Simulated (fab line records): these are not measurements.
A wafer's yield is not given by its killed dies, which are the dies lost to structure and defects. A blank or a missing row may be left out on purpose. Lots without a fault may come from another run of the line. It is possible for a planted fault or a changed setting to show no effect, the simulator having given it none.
The tool behind it: which one? -- flow nandHarc -- Sampling: 7 lots, 21 wafers, 3 of 1302 route steps

WHAT THE GAUGES SHOWED, per wafer
NHARC_THIN_TSV_CD_MEAS_37.
lot,measured,on,cdNm (nm)
L122,day 24 05:49,cdSem-03,4998.9 5000.9 5000.4
L124,day 25 12:20,cdSem-02,4999.9 4995.0 5000.3
L127,day 26 00:11,cdSem-01,5002.2 5000.0 5001.2
L131,day 28 23:35,cdSem-01,4998.6 4999.4 5001.4
L135,day 29 20:38,cdSem-03,5002.9 5000.8 4999.9
L140,day 32 10:56,cdSem-02,5001.1 5000.7 5002.2
L144,day 33 04:14,cdSem-02,4998.0 4998.8 5000.9

WHAT TOOL EACH LOT RAN ON (gives the tool, then ch and the chambers of the sampled wafers, and finally the start)
lot,NHARC_A_ONON_D1_DEP_19,NHARC_THIN_TSV_ANNEAL_52
L122,"pecvdOnon-04 ch 0, day 8 09:22","rtpAnneal-01 ch 0, day 24 02:19"
L124,"pecvdOnon-02 ch 0, day 9 13:47","rtpAnneal-02 ch 0, day 25 08:57"
L127,"pecvdOnon-02 ch 0, day 10 23:14","rtpAnneal-02 ch 0, day 25 20:54"
L131,"pecvdOnon-02 ch 0, day 12 17:53","rtpAnneal-01 ch 0, day 28 20:11"
L135,"pecvdOnon-02 ch 0, day 14 04:13","rtpAnneal-02 ch 0, day 29 17:19"
L140,"pecvdOnon-04 ch 0, day 15 22:28","rtpAnneal-01 ch 0, day 32 07:40"
L144,"pecvdOnon-04 ch 0, day 17 19:21","rtpAnneal-02 ch 0, day 33 00:51"
- NHARC_A_ONON_D1_DEP_19: target thk 1000 nm.
- NHARC_THIN_TSV_ANNEAL_52: time 90 s.

THE ANSWER, worked out from the rows above alone
Rule: usual is defined by the lots themselves. Put in order of their means at a reading, lots are off if they are a third of the lots or fewer, leave a main group of 4 or more, and stand apart from it by a gap of 3 or more times the standard deviation of the main group's means; of several such gaps the widest counts. If all means in a main group match to the digits the tables above print for the reading, that group is not used. Also off: a lot with no number at a reading for which 4 or more lots have one. The other lots that the step has rows for count as sound.
Across all readings shown, no lot is off: no conclusion can be drawn from this.

WHAT THE SIMULATOR HAD PUT IN
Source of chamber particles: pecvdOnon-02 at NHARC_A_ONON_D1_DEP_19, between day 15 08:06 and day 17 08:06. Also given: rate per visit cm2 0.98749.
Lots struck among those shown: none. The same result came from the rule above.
